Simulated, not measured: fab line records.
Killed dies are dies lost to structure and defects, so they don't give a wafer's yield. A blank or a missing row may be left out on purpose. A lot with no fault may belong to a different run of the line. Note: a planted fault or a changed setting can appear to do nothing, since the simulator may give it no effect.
Split-lot trial -- flow n5 finfet -- 21 wafers read across 7 lots, on a route 1938 steps long

## THE SPLIT ITSELF
At N5_BEOL_M12_TRENCH_ETCH_34 (etches SiOC in C4F8/O2/Ar, target depth 318.95 nm, time 125.5 s), the setting time s was moved away from the recipe's 125.5 s on 5 of the 21 wafers read, by -21.6% to +22.1%. All remaining wafers had this setting at the recipe value.

## FROM THE SPLIT TO THE READING: what the file shows between them, 10 steps
- N5_BEOL_M12_STRIP_70: strips in C4F8/O2/Ar
- N5_BEOL_M12_OCD_MEAS_35
- N5_BEOL_M12_SPUTTER_44: material Ta, target thk 10 nm, time 16.13 s (also split here: time s)
- N5_BEOL_M12_SPUTTER_45: material Cu, target thk 80 nm, time 13.33 s
- N5_BEOL_M12_ECD_47: material Cu, target thk 720 nm
- N5_BEOL_M12_ANNEAL_48: time 90 s
- N5_BEOL_M12_CMP_49: polishes, stops on SiOC, t overpolish 20.6 s, target thk 320 nm
- N5_BEOL_M12_THK_MEAS_50: measures by xrf
- N5_BEOL_M12_PRE_CLEAN_52: time 15 s
- N5_BEOL_M12_DEP_53: deposits SiCN from 3MS/NH3, target thk 30 nm, time 10.5 s

## THE READING
M12_RS in ohm/sq, measured at N5_BEOL_M12_RS_MEAS_54 by four-point-probe. A value of 0.0599 ohm/sq with a standard deviation of 0.00082 ohm/sq is what fault-free wafers of this fab line usually give.

wafer,"tool, chamber at the split","time s as run, s",against the recipe,"M12_RS, ohm/sq",against lot-mates on the recipe
L075.1,"rie diel-04, 1",134.3,+7.0%,0.0552,-0.0033
L075.3,"rie diel-04, 0",134.3,+7.0%,0.0554,-0.0031
L075.4,"rie diel-04, 1",125.5,recipe,0.0585,-
L076.1,"rie diel-03, 3",125.5,recipe,0.0601,-
L076.2,"rie diel-03, 2",153.2,+22.1%,0.0495,-0.0106
L076.6,"rie diel-03, 0",153.2,+22.1%,0.0487,-0.0114
L083.1,"rie diel-01, 2",125.5,recipe,0.0598,-
L083.3,"rie diel-01, 1",125.5,recipe,0.0587,-
L083.4,"rie diel-01, 2",125.5,recipe,0.0603,-
L081.1,"rie diel-01, 2",125.5,recipe,0.0605,-
L081.3,"rie diel-01, 3",125.5,recipe,0.0587,-
L081.6,"rie diel-01, 1",125.5,recipe,0.0590,-
L086.1,"rie diel-01, 3",125.5,recipe,0.0591,-
L086.3,"rie diel-01, 2",125.5,recipe,0.0607,-
L086.5,"rie diel-01, 1",125.5,recipe,0.0590,-
L095.2,"rie diel-01, 3",125.5,recipe,0.0595,-
L095.5,"rie diel-01, 3",125.5,recipe,0.0590,-
L095.6,"rie diel-01, 2",125.5,recipe,0.0608,-
L096.2,"rie diel-03, 3",125.5,recipe,0.0599,-
L096.3,"rie diel-03, 2",125.5,recipe,0.0606,-
L096.6,"rie diel-03, 1",98.34,-21.6%,0.0755,+0.0152

FIT RESULTS
A straight line over all 21 wafers: M12_RS changes by -0.000572 ohm/sq for each +1% of time s; r = -0.97; the points scatter about the line by 0.0012 ohm/sq.
The same after taking each lot's own level away (the mean of its wafers on the recipe; 21 wafers): -0.000567 ohm/sq for each +1%; r = -0.98; scatter 0.001 ohm/sq.
On that fit, the largest move of time s shifts the reading by 0.013 ohm/sq.
From 0.05850 to 0.06025 ohm/sq: that is the span of the lots' own levels, equal to 2.1 times the standard deviation above.
So the lot-to-lot level changes the slope little: the two slopes agree.
Check: for one of the wafers moved furthest among these (+22.1%), held out of the fit, the line's prediction against its lot-mates is -0.0129 ohm/sq. It came out at -0.0106 ohm/sq against them.

## FURTHER SPLITS ON THESE WAFERS
Note: prior to the reading, these wafers also went through further splits. Each is held against what the fit with the lots' levels taken away leaves over:
other split on the same wafers,wafers away from the commonest value,r with M12_RS (lot level and that fit taken away)
N5_BEOL_M11_COAT_22 spin rpm,6,+0.42
N5_BEOL_M11_EXPOSE_25 dose mj,7,-0.10
N5_BEOL_M12_SPUTTER_44 time s,10,+0.42

## THE WHOLE CHAIN: every reading that the file lists as answering this split, in the file's order
step,what it does,reading,change (the file's fit),r (the file's)
N5_BEOL_M12_TRENCH_ETCH_34,"etches SiOC in C4F8/O2/Ar, target depth 318.95 nm, time 125.5 s","etch.depth nm (the simulator's own value, which no gauge read)",+2.98 nm for each +1% of the setting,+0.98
N5_BEOL_M12_OCD_MEAS_35,,trench depth nm,+2.97 nm for each +1% of the setting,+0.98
N5_BEOL_M12_CMP_49,"polishes, stops on SiOC, t overpolish 20.6 s, target thk 320 nm","Cu_of_BEOL_M12_ECD_47.thk nm (the simulator's own value, which no gauge read)",+2.95 nm for each +1% of the setting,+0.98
N5_BEOL_M12_THK_MEAS_50,measures by xrf,M12_THK,+2.96 for each +1% of the setting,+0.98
N5_BEOL_M12_RS_MEAS_54,measures by four-point-probe,M12_RS,-0.000591 for each +1% of the setting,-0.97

## THE FILE'S OWN FIT
M12_RS changes by -0.000591 ohm/sq for each +1% of time s, r = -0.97.
